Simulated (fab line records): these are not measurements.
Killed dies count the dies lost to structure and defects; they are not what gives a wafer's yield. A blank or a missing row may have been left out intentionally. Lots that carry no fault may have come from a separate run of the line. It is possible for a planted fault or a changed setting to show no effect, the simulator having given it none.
fab line records	flow n5-finfet
record lots=24	wafers=72	last-day=19
route steps=1938 shown SD_EPI_N@271 SD_EPI_P@306 ILD0@335 SDB@358
lots that met no fault: from a run of the same line without faults
start-h: hours from the record's opening day to when the first of the lot's shown wafers began	wait-h: hours from the lot's prior step to this one	" same as the row above	L1.1+2: several wafers, shown together as one row	- no value, or no start was given	* or withheld: withheld	< > ~ a bound
route shown NAME@n: a module of which the file shows steps, and the number in the route of the first	usual: mean/standard deviation taken from wafers without a fault	same: alike in all rows	chamber/n: place in a boat	sites: per-site readings	_std_site: the standard deviation of these	_edge_site: mean of outer sites minus mean of inner sites	radius-mm: how far each site lies from the wafer's centre	mask NAME#n: copy n	behind: the most recent tool/chamber to have shaped the wafer	hold: reason for holding the lot/hours on hold/outcome of the hold	device: the n, p or np transistor that did not switch	end of line: the same wafers' tests at the end of the route	where a step has no rows: the recipe by itself	killed: at the first sort, the dies lost to defects and structure; wafer yield is something else	map: per-die view of a wafer (x killed, . not killed, _ where there is no die)
set.NAME: the run value of the setting; set.NAME@STEP: its run value at that earlier step	model.NAME: the simulator's own value behind a step, which no gauge read
steps of the route over a sample of lots; a table a step, a row a wafer
services: a tool's chamber out of use, with start hour (start-h, from the record's first day; less than 0 if before it), hours out, and reason
## steps
# step N5_SD_EPI_N_OVL_MEAS_10
# recipe points-per-wafer=44
# usual SD_N_BLK_OVL=-0.1/0.75
# same points-per-wafer=44
lot.wafer	tool	chamber	start-h	wait-h	SD_N_BLK_OVL[nm]
L074.1	overlay-01	0	49.52	0.0	-0.7
L074.3	"	0	"	"	-0.8
L074.5	"	0	"	"	-0.1
L075.1	overlay-02	0	54.55	0.0	0.5
L075.3	"	0	"	"	-0.1
L075.6	"	0	"	"	-0.4
L076.2	overlay-02	0	61.21	0.0	0.3
L076.3	"	0	"	"	0.3
L076.5	"	0	"	"	0.5
L077.2	overlay-01	0	67.98	0.0	-1.2
L077.4	"	0	"	"	0.0
L077.6	"	0	"	"	-1.4
L078.1	overlay-01	0	73.75	0.0	0.5
L078.4	"	0	"	"	0.5
L078.6	"	0	"	"	0.0
L079.1	overlay-02	0	79.19	0.0	-1.4
L079.2	"	0	"	"	0.2
L079.4	"	0	"	"	0.0
L080.1	overlay-01	0	86.09	0.0	0.8
L080.3	"	0	"	"	0.1
L080.4	"	0	"	"	1.0
L081.2	overlay-02	0	89.18	0.0	-1.7
L081.4	"	0	"	"	-1.9
L081.6	"	0	"	"	-1.8
L082.1	overlay-01	0	98.51	0.0	-0.5
L082.4	"	0	"	"	-0.7
L082.6	"	0	"	"	0.0
L083.1	overlay-01	0	104.98	0.0	-0.5
L083.2	"	0	"	"	0.0
L083.5	"	0	"	"	-0.5
L084.2	overlay-01	0	110.91	0.0	0.3
L084.4	"	0	"	"	-0.7
L084.5	"	0	"	"	-0.3
L085.2	overlay-01	0	117.90	0.0	0.4
L085.4	"	0	"	"	-0.6
L085.6	"	0	"	"	1.2
L086.2	overlay-02	0	124.29	0.0	0.6
L086.4	"	0	"	"	1.8
L086.5	"	0	"	"	1.9
L087.3	overlay-02	0	127.17	0.0	-1.2
L087.4	"	0	"	"	-1.2
L087.5	"	0	"	"	-0.6
L088.1	overlay-02	0	131.23	0.0	-0.3
L088.2	"	0	"	"	0.2
L088.5	"	0	"	"	0.5
L089.1	overlay-02	0	136.92	0.0	-0.1
L089.2	"	0	"	"	0.3
L089.4	"	0	"	"	-0.1
L090.1	overlay-02	0	142.97	0.0	-1.0
L090.4	"	0	"	"	-0.2
L090.6	"	0	"	"	-0.3
L091.1	overlay-01	0	149.63	0.0	-0.4
L091.2	"	0	"	"	-0.7
L091.4	"	0	"	"	-0.1
L092.2	overlay-02	0	157.32	0.0	-0.1
L092.3	"	0	"	"	0.5
L092.5	"	0	"	"	-1.1
L093.2	overlay-01	0	163.94	0.0	0.8
L093.4	"	0	"	"	0.1
L093.6	"	0	"	"	1.8
L094.3	overlay-01	0	169.54	0.0	-0.4
L094.4	"	0	"	"	0.0
L094.5	"	0	"	"	-0.7
L095.1	overlay-01	0	173.70	0.0	-0.5
L095.3	"	0	"	"	-0.2
L095.4	"	0	"	"	0.0
L096.1	overlay-01	0	185.56	0.0	0.3
L096.3	"	0	"	"	0.3
L096.4	"	0	"	"	-1.1
L097.1	overlay-01	0	187.27	0.0	-0.6
L097.3	"	0	"	"	-1.2
L097.6	"	0	"	"	-1.1
# step N5_SD_EPI_P_DESCUM_14
# recipe chemistry=O2	time-s=7.9	source-power-w=50	bias-power-w=20	pressure-mtorr=20	rf-frequency-hz=2.712e+07	temp-c=40	resist=CAR-ArF-block	o2-flow-sccm=225
# usual chamber-pressure-mTorr=20.001/0.03	drypump-motor-current-A=5.8/0.6	oes-product-au=0.82/0.083	rf-vpp-V=243.0/1.2	showerhead-plenum-p-Torr=2.08/0.06	throttle-valve-pct=20.41/0.21
lot.wafer	tool	chamber	start-h	wait-h	chamber-pressure-mTorr	drypump-motor-current-A	oes-product-au	rf-hours-counter-h	rf-vpp-V	showerhead-plenum-p-Torr	throttle-valve-pct
L074.1	rie-diel-06	0	53.90	0.0	19.988	6.5	0.70	235	244.3	2.16	20.73
L074.3	"	3	"	"	20.006	4.9	0.77	117	244.7	2.10	20.41
L074.5	"	0	"	"	19.994	6.5	0.70	-	243.3	2.16	20.73
L075.1	rie-diel-02	0	61.00	0.0	20.015	5.4	0.94	15	243.8	2.14	20.17
L075.3	"	2	"	"	19.972	6.5	0.85	41	243.4	2.05	20.30
L075.6	"	3	"	"	19.997	6.8	0.85	-	244.2	2.04	20.75
L076.2	rie-diel-04	1	66.15	0.4	20.288	5.1	0.96	4	243.4	2.14	20.44
L076.3	"	2	"	"	19.998	5.2	0.73	-	242.2	2.01	20.41
L076.5	"	1	"	"	19.996	5.1	0.95	-	244.4	2.14	20.43
L077.2	rie-diel-02	3	72.38	0.0	20.025	6.8	0.84	64	243.1	2.04	20.76
L077.4	"	1	"	"	20.034	6.4	0.77	128	244.0	2.18	20.01
L077.6	"	2	"	"	20.019	6.5	0.85	-	243.0	2.05	20.30
L078.1	rie-diel-02	2	79.47	0.0	20.001	6.5	0.86	46	240.9	2.05	20.30
L078.4	"	3	"	"	19.994	6.8	0.85	66	243.3	2.04	20.78
L078.6	"	0	"	"	19.988	5.4	0.94	-	243.8	2.13	20.17
L079.1	rie-diel-06	2	86.75	0.0	19.980	5.6	0.79	109	242.2	2.01	20.42
L079.2	"	0	"	"	20.014	6.5	0.70	242	243.0	2.15	20.75
L079.4	"	1	"	"	19.984	6.0	0.72	174	244.7	2.17	20.69
L080.1	rie-diel-04	1	91.34	0.0	19.984	5.1	0.93	13	244.7	2.14	20.45
L080.3	"	3	"	"	20.022	5.6	0.81	98	241.8	2.03	20.52
L080.4	"	2	"	"	19.997	5.2	0.72	169	241.1	2.00	20.42
L081.2	rie-diel-02	0	94.50	0.0	19.987	5.4	0.92	25	243.0	2.13	20.19
L081.4	"	3	"	"	20.000	6.8	0.82	71	241.2	2.04	20.80
L081.6	"	2	"	"	19.974	6.5	0.84	-	243.2	2.05	20.30
L082.1	rie-diel-04	2	103.66	0.0	19.987	5.2	0.72	172	243.5	2.00	20.44
L082.4	"	3	"	"	20.009	5.6	0.82	101	242.4	2.03	20.52
L082.6	"	1	"	"	20.014	5.1	0.93	-	243.0	2.14	20.44
L083.1	rie-diel-06	0	110.25	0.0	20.007	6.5	0.69	248	244.1	2.15	20.74
L083.2	"	1	"	"	20.004	6.0	0.72	180	243.8	2.17	20.70
L083.5	"	3	"	"	19.996	5.0	0.76	-	242.0	2.09	20.42
L084.2	rie-diel-06	2	116.01	0.0	20.014	5.7	0.78	117	242.7	2.00	20.43
L084.4	"	3	"	"	19.986	4.9	0.76	132	241.1	2.09	20.42
L084.5	"	0	"	"	19.987	6.5	0.70	-	244.3	2.15	20.72
L085.2	rie-diel-02	1	122.43	0.0	19.988	6.4	0.75	143	243.7	2.18	20.03
L085.4	"	1	"	"	20.001	6.4	0.76	-	243.8	2.18	20.03
L085.6	"	2	"	"	19.998	6.5	0.83	-	243.2	2.04	20.31
L086.2	rie-diel-04	2	129.00	0.4	20.022	5.2	0.72	180	241.6	2.00	20.45
L086.4	"	3	"	"	20.001	5.6	0.80	109	242.5	2.03	20.52
L086.5	"	1	"	"	19.993	5.1	0.90	-	244.7	2.14	20.46
L087.3	rie-diel-02	2	131.92	0.3	20.003	6.5	0.83	63	242.5	2.04	20.33
L087.4	"	3	"	"	19.987	6.8	0.82	79	242.0	2.04	20.77
L087.5	"	3	"	"	19.982	6.8	0.83	-	242.1	2.04	20.77
L088.1	rie-diel-04	2	135.86	0.0	19.997	5.2	0.72	182	240.9	2.00	20.45
L088.2	"	3	"	"	19.964	5.6	0.80	111	243.9	2.03	20.53
L088.5	"	0	"	"	20.013	6.0	0.95	-	242.6	2.05	20.24
L089.1	rie-diel-02	2	142.89	0.6	20.036	6.5	0.82	65	242.3	2.04	20.32
L089.2	"	3	"	"	20.051	6.8	0.82	81	242.1	2.04	20.80
L089.4	"	0	"	"	19.991	5.3	0.88	41	243.5	2.13	20.20
L090.1	rie-diel-06	0	148.66	0.5	20.002	6.5	0.97	3	243.9	2.15	20.27
L090.4	"	1	"	"	20.004	6.0	0.70	192	243.4	2.17	20.73
L090.6	"	1	"	"	20.021	6.0	0.70	-	244.1	2.17	20.72
L091.1	rie-diel-04	3	154.87	0.0	19.989	5.6	0.79	117	241.9	2.03	20.55
L091.2	"	1	"	"	20.008	5.1	0.89	31	244.3	2.14	20.47
L091.4	"	2	"	"	19.978	5.2	0.71	188	240.7	2.00	20.46
L092.2	rie-diel-04	3	161.95	0.1	19.999	5.6	0.80	118	241.6	2.03	20.53
L092.3	"	2	"	"	20.019	5.2	0.71	190	241.0	2.00	20.45
L092.5	"	0	"	"	20.005	6.0	0.94	-	243.4	2.05	20.24
L093.2	rie-diel-04	3	168.47	0.0	19.969	5.6	0.79	121	241.6	2.02	20.55
L093.4	"	1	"	"	19.964	5.1	0.88	35	244.2	2.13	20.48
L093.6	"	0	"	"	20.018	5.9	0.93	-	243.8	2.05	20.25
L094.3	rie-diel-04	3	174.30	0.0	20.020	5.6	0.78	123	241.7	2.02	20.58
L094.4	"	0	"	"	19.976	6.0	0.92	28	242.5	2.05	20.26
L094.5	"	0	"	"	19.999	6.0	0.92	-	241.8	2.05	20.26
L095.1	rie-diel-04	0	178.20	0.0	19.988	5.9	0.91	30	241.8	2.05	20.27
L095.3	"	1	"	"	19.971	5.1	0.88	38	243.2	2.13	20.48
L095.4	"	2	"	"	20.013	5.2	0.70	196	241.5	1.99	20.46
L096.1	rie-diel-02	3	191.49	0.3	20.034	6.8	0.80	95	243.3	2.03	20.80
L096.3	"	0	"	"	19.983	5.4	0.86	56	242.7	2.12	20.22
L096.4	"	0	"	"	19.957	5.4	0.86	-	243.4	2.12	20.24
L097.1	rie-diel-06	3	192.25	0.5	19.991	4.9	0.73	157	243.6	2.08	20.47
L097.3	"	2	"	"	20.016	5.7	0.77	141	242.2	2.00	20.47
L097.6	"	3	"	"	19.994	4.9	0.73	-	242.6	2.08	20.45
# step N5_ILD0_LINER_00
# recipe material=SiNx	target-thk-a=40	temp-c=400	ald-precursor-family=SiH2I2	ald-co-reactant=N2/H2-plasma	pulse-time-s=1	purge-time-s=2	co-reactant-purge-time-s=2	ald-cycles=80	pressure-torr=2
# usual heater-power-w=820/46	precursor-pulse-height-rel=0.998/0.018
# same ald-cycles=80
lot.wafer	tool	chamber	start-h	wait-h	heater-power-w	precursor-pulse-height-rel
L074.1	ald-sin-01	3	58.66	0.0	824	0.993
L074.3	"	1	"	"	789	1.015
L074.5	"	3	"	"	823	1.025
L075.1	ald-sin-01	2	65.97	0.0	860	0.983
L075.3	"	3	"	"	807	0.974
L075.6	"	3	"	"	819	0.979
L076.2	ald-sin-04	0	72.97	0.0	822	0.998
L076.3	"	2	"	"	824	0.973
L076.5	"	2	"	"	857	0.985
L077.2	ald-sin-04	1	77.04	0.1	782	1.026
L077.4	"	3	"	"	766	1.028
L077.6	"	0	"	"	830	1.003
L078.1	ald-sin-01	0	84.82	0.0	753	0.976
L078.4	"	2	"	"	846	0.992
L078.6	"	1	"	"	789	1.022
L079.1	ald-sin-04	2	91.54	0.3	837	1.009
L079.2	"	0	"	"	817	1.004
L079.4	"	1	"	"	805	0.952
L080.1	ald-sin-04	2	96.77	0.1	843	1.005
L080.3	"	3	"	"	771	0.967
L080.4	"	0	"	"	827	0.983
L081.2	ald-sin-02	3	99.41	0.4	824	1.020
L081.4	"	0	"	"	911	1.026
L081.6	"	2	"	"	885	1.018
L082.1	ald-sin-04	1	109.02	0.0	772	0.990
L082.4	"	2	"	"	861	1.006
L082.6	"	0	"	"	837	1.029
L083.1	ald-sin-04	2	115.86	0.0	826	0.974
L083.2	"	0	"	"	810	0.975
L083.5	"	2	"	"	857	1.002
L084.2	ald-sin-04	1	121.43	0.0	778	1.017
L084.4	"	0	"	"	826	0.990
L084.5	"	0	"	"	830	1.015
L085.2	ald-sin-02	2	127.37	0.5	895	1.022
L085.4	"	3	"	"	847	1.022
L085.6	"	0	"	"	903	0.997
L086.2	ald-sin-04	3	133.51	0.0	758	0.964
L086.4	"	0	"	"	810	1.006
L086.5	"	3	"	"	775	1.029
L087.3	ald-sin-01	1	137.31	0.0	773	0.978
L087.4	"	3	"	"	830	0.993
L087.5	"	1	"	"	782	1.012
L088.1	ald-sin-04	3	140.42	0.0	762	0.986
L088.2	"	0	"	"	821	0.981
L088.5	"	1	"	"	770	0.999
L089.1	ald-sin-02	2	147.45	0.0	852	0.940
L089.2	"	0	"	"	917	1.003
L089.4	"	1	"	"	773	1.009
L090.1	ald-sin-02	3	153.17	0.0	853	1.014
L090.4	"	0	"	"	902	0.988
L090.6	"	3	"	"	831	0.962
L091.1	ald-sin-02	3	159.62	0.0	840	1.016
L091.2	"	1	"	"	760	1.024
L091.4	"	2	"	"	848	1.009
L092.2	ald-sin-02	3	166.47	0.0	836	1.021
L092.3	"	0	"	"	889	0.986
L092.5	"	0	"	"	917	1.005
L093.2	ald-sin-04	1	173.02	0.1	805	0.998
L093.4	"	3	"	"	765	0.981
L093.6	"	0	"	"	818	0.998
L094.3	ald-sin-02	1	178.90	0.1	767	0.969
L094.4	"	3	"	"	838	0.983
L094.5	"	3	"	"	842	0.979
L095.1	ald-sin-02	2	183.71	1.0	861	1.034
L095.3	"	1	"	"	769	1.006
L095.4	"	3	"	"	846	0.974
L096.1	ald-sin-01	1	196.17	0.0	788	1.001
L096.3	"	0	"	"	776	0.956
L096.4	"	2	"	"	855	0.972
L097.1	ald-sin-02	1	196.76	0.0	777	1.015
L097.3	"	2	"	"	853	1.019
L097.6	"	3	"	"	839	0.980
# step N5_ILD0_THK_MEAS_13
# usual thk-nm=17.7/1.2
lot.wafer	tool	chamber	start-h	wait-h	thk-nm
L074.1	film-metro-01	-	64.99	-	18.3
L074.3	"	-	"	"	16.7
L074.5	"	-	"	"	18.5
L075.1	film-metro-01	-	72.18	-	16.7
L075.3	"	-	"	"	16.8
L075.6	"	-	"	"	17.3
L076.2	film-metro-01	-	79.32	-	17.1
L076.3	"	-	"	"	14.9
L076.5	"	-	"	"	16.9
L077.2	film-metro-02	-	83.25	-	17.5
L077.4	"	-	"	"	16.1
L077.6	"	-	"	"	19.4
L078.1	film-metro-01	-	91.05	-	17.3
L078.4	"	-	"	"	17.4
L078.6	"	-	"	"	16.4
L079.1	film-metro-01	-	97.77	-	17.9
L079.2	"	-	"	"	16.5
L079.4	"	-	"	"	18.0
L080.1	film-metro-01	-	103.34	-	16.7
L080.3	"	-	"	"	18.0
L080.4	"	-	"	"	17.2
L081.2	film-metro-01	-	105.98	-	19.7
L081.4	"	-	"	"	17.8
L081.6	"	-	"	"	17.3
L082.1	film-metro-01	-	116.01	-	16.5
L082.4	"	-	"	"	18.2
L082.6	"	-	"	"	17.3
L083.1	film-metro-02	-	122.42	-	17.6
L083.2	"	-	"	"	18.2
L083.5	"	-	"	"	17.3
L084.2	film-metro-02	-	128.13	-	16.7
L084.4	"	-	"	"	18.0
L084.5	"	-	"	"	16.4
L085.2	film-metro-02	-	133.93	-	18.2
L085.4	"	-	"	"	20.0
L085.6	"	-	"	"	19.2
L086.2	film-metro-02	-	139.83	-	18.7
L086.4	"	-	"	"	19.0
L086.5	"	-	"	"	18.7
L087.3	film-metro-01	-	143.63	-	19.1
L087.4	"	-	"	"	16.9
L087.5	"	-	"	"	19.2
L088.1	film-metro-01	-	146.66	-	17.5
L088.2	"	-	"	"	16.2
L088.5	"	-	"	"	17.1
L089.1	film-metro-01	-	153.74	-	19.6
L089.2	"	-	"	"	19.1
L089.4	"	-	"	"	18.3
L090.1	film-metro-02	-	159.40	-	18.0
L090.4	"	-	"	"	17.9
L090.6	"	-	"	"	18.2
L091.1	film-metro-02	-	165.97	-	19.5
L091.2	"	-	"	"	18.7
L091.4	"	-	"	"	19.0
L092.2	film-metro-01	-	173.34	-	18.7
L092.3	"	-	"	"	19.2
L092.5	"	-	"	"	19.9
L093.2	film-metro-01	-	179.23	-	17.2
L093.4	"	-	"	"	15.9
L093.6	"	-	"	"	17.9
L094.3	film-metro-01	-	186.35	-	19.2
L094.4	"	-	"	"	17.7
L094.5	"	-	"	"	18.1
L095.1	film-metro-01	-	189.92	-	17.1
L095.3	"	-	"	"	18.3
L095.4	"	-	"	"	17.9
L096.1	film-metro-02	-	202.36	-	15.6
L096.3	"	-	"	"	17.5
L096.4	"	-	"	"	18.1
L097.1	film-metro-02	-	203.47	-	17.4
L097.3	"	-	"	"	18.4
L097.6	"	-	"	"	17.8
# step N5_SDB_INSPECT_13
# recipe mode=adi	inspect-instrument=brightfield
# usual raw-defect-count=74/31
lot.wafer	tool	chamber	start-h	wait-h	raw-defect-count
L074.1	defect-inspect-02	-	65.56	0.0	71
L074.3	"	-	"	"	112
L074.5	"	-	"	"	83
L075.1	defect-inspect-01	-	72.75	0.0	58
L075.3	"	-	"	"	56
L075.6	"	-	"	"	57
L076.2	defect-inspect-02	-	79.76	0.0	82
L076.3	"	-	"	"	54
L076.5	"	-	"	"	93
L077.2	defect-inspect-02	-	83.82	0.0	86
L077.4	"	-	"	"	66
L077.6	"	-	"	"	49
L078.1	defect-inspect-02	-	91.64	0.0	79
L078.4	"	-	"	"	98
L078.6	"	-	"	"	103
L079.1	defect-inspect-01	-	98.21	0.0	66
L079.2	"	-	"	"	88
L079.4	"	-	"	"	49
L080.1	defect-inspect-01	-	103.91	0.0	113
L080.3	"	-	"	"	68
L080.4	"	-	"	"	65
L081.2	defect-inspect-01	-	106.55	0.0	153
L081.4	"	-	"	"	137
L081.6	"	-	"	"	142
L082.1	defect-inspect-01	-	116.45	0.0	77
L082.4	"	-	"	"	155
L082.6	"	-	"	"	112
L083.1	defect-inspect-02	-	122.98	0.0	74
L083.2	"	-	"	"	61
L083.5	"	-	"	"	85
L084.2	defect-inspect-02	-	128.57	0.0	105
L084.4	"	-	"	"	54
L084.5	"	-	"	"	48
L085.2	defect-inspect-02	-	134.37	0.0	186
L085.4	"	-	"	"	117
L085.6	"	-	"	"	129
L086.2	defect-inspect-02	-	140.39	0.0	159
L086.4	"	-	"	"	90
L086.5	"	-	"	"	74
L087.3	defect-inspect-01	-	144.07	0.0	52
L087.4	"	-	"	"	70
L087.5	"	-	"	"	68
L088.1	defect-inspect-01	-	147.22	0.0	67
L088.2	"	-	"	"	33
L088.5	"	-	"	"	50
L089.1	defect-inspect-02	-	154.31	0.0	42
L089.2	"	-	"	"	33
L089.4	"	-	"	"	35
L090.1	defect-inspect-02	-	159.97	0.0	59
L090.4	"	-	"	"	42
L090.6	"	-	"	"	92
L091.1	defect-inspect-02	-	166.41	0.0	87
L091.2	"	-	"	"	61
L091.4	"	-	"	"	51
L092.2	defect-inspect-02	-	173.91	0.0	98
L092.3	"	-	"	"	116
L092.5	"	-	"	"	62
L093.2	defect-inspect-02	-	179.67	0.0	68
L093.4	"	-	"	"	89
L093.6	"	-	"	"	78
L094.3	defect-inspect-01	-	186.92	0.0	78
L094.4	"	-	"	"	102
L094.5	"	-	"	"	55
L095.1	defect-inspect-01	-	190.49	0.0	51
L095.3	"	-	"	"	45
L095.4	"	-	"	"	38
L096.1	defect-inspect-02	-	202.93	0.0	61
L096.3	"	-	"	"	86
L096.4	"	-	"	"	94
L097.1	defect-inspect-01	-	203.91	0.0	91
L097.3	"	-	"	"	29
L097.6	"	-	"	"	64
# step N5_SDB_ETCH_17
# recipe chemistry=CF4	target=SiARC	target-depth-a=234	mask-material=CAR-ArF	time-s=39	ion-energy-ev=80	pressure-mtorr=40	source-w=545	bias-w=36	Ar_flow_sccm=100	cf4-flow-sccm=100	ends=cleared
# usual chamber-pressure-mTorr=40.00/0.036	drypump-motor-current-A=5.7/0.4	etch-rf-on-time-s=38.8/1.1	oes-product-au=0.69/0.094	rf-vpp-V=184.1/1.5	showerhead-plenum-p-Torr=2.14/0.093	throttle-valve-pct=15.60/0.21
lot.wafer	tool	chamber	start-h	wait-h	chamber-pressure-mTorr	drypump-motor-current-A	etch-rf-on-time-s	oes-product-au	rf-hours-counter-h	rf-vpp-V	showerhead-plenum-p-Torr	throttle-valve-pct
L074.1	rie-diel-03	2	65.71	0.0	40.02	5.7	40.5	0.60	189	183.2	2.04	15.79
L074.3	"	3	"	"	40.00	6.5	38.8	0.64	146	185.1	2.14	15.40
L074.5	"	2	"	"	39.97	5.7	40.7	0.59	-	184.5	2.04	15.80
L075.1	rie-diel-03	3	73.30	0.0	39.95	6.4	38.7	0.63	148	184.3	2.14	15.41
L075.3	"	1	"	"	39.99	5.5	38.0	0.82	11	186.3	2.26	15.41
L075.6	"	2	"	"	40.06	5.6	40.3	0.60	-	183.7	2.04	15.79
L076.2	rie-diel-05	1	79.83	0.0	39.95	5.5	40.1	0.58	234	184.3	2.12	15.94
L076.3	"	0	"	"	39.99	5.5	39.1	0.71	82	182.7	1.99	15.78
L076.5	"	2	"	"	39.99	5.7	39.6	0.79	-	185.5	2.27	15.38
L077.2	rie-diel-01	2	84.18	0.0	40.01	5.1	39.1	0.59	241	183.7	2.11	15.71
L077.4	"	0	"	"	39.97	5.6	40.7	0.58	-	182.1	2.11	15.92
L077.6	"	2	"	"	40.00	5.1	39.2	0.59	-	183.3	2.11	15.71
L078.1	rie-diel-01	1	91.71	0.0	39.98	5.8	37.4	0.83	23	183.2	2.11	15.33
L078.4	"	2	"	"	39.99	5.1	39.4	0.58	-	184.7	2.10	15.71
L078.6	"	0	"	"	40.01	5.6	41.3	0.57	-	183.1	2.11	15.92
L079.1	rie-diel-03	0	98.48	0.0	40.00	5.7	39.8	0.59	238	183.5	2.04	15.64
L079.2	"	3	"	"	39.97	6.4	38.8	0.63	157	186.0	2.13	15.42
L079.4	"	2	"	"	39.96	5.6	40.6	0.60	201	182.5	2.04	15.81
L080.1	rie-diel-01	3	104.07	0.0	40.07	6.4	37.1	0.85	2	186.3	2.30	15.76
L080.3	"	2	"	"	40.04	5.1	38.9	0.59	249	182.9	2.10	15.72
L080.4	"	1	"	"	40.03	5.8	37.3	0.81	-	182.9	2.11	15.35
L081.2	rie-diel-03	1	106.61	0.0	40.02	5.4	38.0	0.80	22	186.5	2.26	15.42
L081.4	"	2	"	"	40.02	5.7	40.1	0.60	203	182.6	2.03	15.82
L081.6	"	1	"	"	39.96	5.4	37.9	0.80	-	183.8	2.26	15.45
L082.1	rie-diel-01	2	116.52	0.0	39.95	5.1	39.0	0.58	254	183.4	2.10	15.74
L082.4	"	3	"	"	39.98	6.5	37.9	0.82	-	185.3	2.30	15.76
L082.6	"	2	"	"	40.04	5.1	39.1	0.58	-	181.9	2.10	15.73
L083.1	rie-diel-01	1	123.05	0.0	39.98	5.8	37.7	0.79	37	183.4	2.11	15.38
L083.2	"	3	"	"	39.92	6.5	37.8	0.82	10	186.3	2.30	15.77
L083.5	"	0	"	"	39.97	5.6	40.0	0.82	-	182.6	2.11	15.44
L084.2	rie-diel-03	0	128.64	0.0	40.04	5.6	39.2	0.60	247	181.3	2.03	15.66
L084.4	"	3	"	"	40.00	6.4	38.1	0.63	166	184.0	2.13	15.43
L084.5	"	3	"	"	40.05	6.4	38.1	0.63	-	185.3	2.13	15.45
L085.2	rie-diel-03	3	134.44	0.0	39.95	6.5	37.9	0.63	168	184.7	2.13	15.44
L085.4	"	0	"	"	39.98	5.7	39.5	0.59	248	182.3	2.03	15.68
L085.6	"	0	"	"	40.05	5.7	39.8	0.59	-	181.3	2.03	15.68
L086.2	rie-diel-05	2	140.90	0.0	39.95	5.6	39.8	0.74	38	184.7	2.26	15.42
L086.4	"	2	"	"	39.97	5.6	39.6	0.75	-	185.0	2.26	15.41
L086.5	"	3	"	"	40.01	5.5	37.6	0.61	-	184.9	2.21	15.95
L087.3	rie-diel-03	3	144.18	0.0	39.95	6.4	38.5	0.62	173	185.4	2.13	15.44
L087.4	"	3	"	"	40.00	6.4	38.5	0.62	-	185.2	2.13	15.47
L087.5	"	2	"	"	40.01	5.7	40.6	0.58	-	182.0	2.03	15.86
L088.1	rie-diel-05	2	147.43	0.0	40.01	5.6	39.6	0.74	42	186.1	2.26	15.43
L088.2	"	3	"	"	40.08	5.5	37.6	0.61	229	184.0	2.21	15.95
L088.5	"	0	"	"	39.96	5.6	39.3	0.68	-	183.0	1.98	15.82
L089.1	rie-diel-03	3	154.38	0.0	40.07	6.5	37.9	0.62	177	183.8	2.13	15.46
L089.2	"	2	"	"	40.09	5.7	40.1	0.58	222	181.1	2.03	15.87
L089.4	"	3	"	"	39.99	6.5	38.2	0.62	-	184.3	2.13	15.47
L090.1	rie-diel-01	3	160.04	0.0	39.98	6.5	37.1	0.78	25	184.5	2.29	15.80
L090.4	"	2	"	"	40.03	5.1	37.8	0.82	8	183.3	2.10	15.26
L090.6	"	0	"	"	40.02	5.7	39.4	0.77	-	182.7	2.10	15.47
L091.1	rie-diel-01	0	166.49	0.0	39.95	5.6	39.4	0.77	18	182.3	2.10	15.49
L091.2	"	3	"	"	40.02	6.4	37.4	0.78	27	185.1	2.29	15.81
L091.4	"	2	"	"	39.98	5.1	38.6	0.80	10	184.6	2.10	15.27
L092.2	rie-diel-03	1	173.97	0.0	40.07	5.5	37.8	0.76	51	184.6	2.25	15.50
L092.3	"	2	"	"	40.07	5.7	40.4	0.58	230	182.6	2.03	15.87
L092.5	"	3	"	"	39.95	6.4	38.6	0.61	-	183.8	2.12	15.48
L093.2	rie-diel-01	3	179.74	0.0	40.08	6.5	37.3	0.78	32	183.9	2.29	15.80
L093.4	"	1	"	"	40.05	5.8	37.5	0.76	58	183.4	2.10	15.42
L093.6	"	3	"	"	39.96	6.5	37.4	0.77	-	185.3	2.29	15.80
L094.3	rie-diel-03	1	186.99	0.0	40.02	5.5	38.0	0.75	55	185.8	2.25	15.51
L094.4	"	3	"	"	39.97	6.4	38.4	0.61	192	184.5	2.12	15.49
L094.5	"	3	"	"	40.02	6.4	38.2	0.61	-	184.3	2.12	15.48
L095.1	rie-diel-05	0	190.55	0.0	40.04	5.5	39.3	0.67	121	182.6	1.97	15.84
L095.3	"	1	"	"	40.01	5.6	39.7	0.78	13	183.6	2.11	15.46
L095.4	"	3	"	"	40.01	5.5	37.8	0.59	242	186.1	2.20	15.98
L096.1	rie-diel-05	1	203.00	0.0	40.02	5.6	39.5	0.77	19	185.2	2.11	15.49
L096.3	"	2	"	"	39.97	5.6	39.5	0.72	63	186.3	2.25	15.47
L096.4	"	3	"	"	40.05	5.5	37.9	0.59	249	183.1	2.20	16.00
L097.1	rie-diel-03	2	203.98	0.0	39.92	5.7	41.2	0.57	240	181.6	2.02	15.88
L097.3	"	3	"	"	39.99	6.4	39.0	0.60	197	184.8	2.12	15.51
L097.6	"	3	"	"	40.05	6.5	39.3	0.60	-	183.6	2.12	15.50
## services
tool	chamber	start-h	hours	kind
rie-diel-04	1	34.29	-	clean
rie-diel-04	1	34.29	-	consumable-replace:focus-ring
rie-diel-04	1	34.29	16.9	scheduled-down
rie-diel-05	-	44.27	2.8	pm
ald-sin-02	1	53.33	12.5	repair
rie-diel-03	2	54.26	1.3	repair
rie-diel-01	2	61.20	4.2	repair
rie-diel-04	3	65.13	6.8	repair
ald-sin-02	-	85.41	14.0	pm
rie-diel-02	3	119.82	11.3	repair
rie-diel-02	-	136.73	2.7	repair
rie-diel-03	0	138.30	-	clean
rie-diel-03	0	138.30	-	consumable-replace:focus-ring
rie-diel-03	0	138.30	-	consumable-replace:showerhead
rie-diel-03	0	138.30	41.9	scheduled-down
rie-diel-03	0	138.30	41.9	vent-cycle
rie-diel-04	-	153.50	0.6	repair
rie-diel-06	1	160.12	7.3	repair
rie-diel-03	2	165.53	5.8	repair
ald-sin-04	-	177.45	14.0	pm
rie-diel-02	2	188.45	8.4	repair
rie-diel-05	0	191.10	10.4	repair
rie-diel-01	2	193.46	18.9	repair
rie-diel-06	1	198.28	9.6	repair
## key
fault none
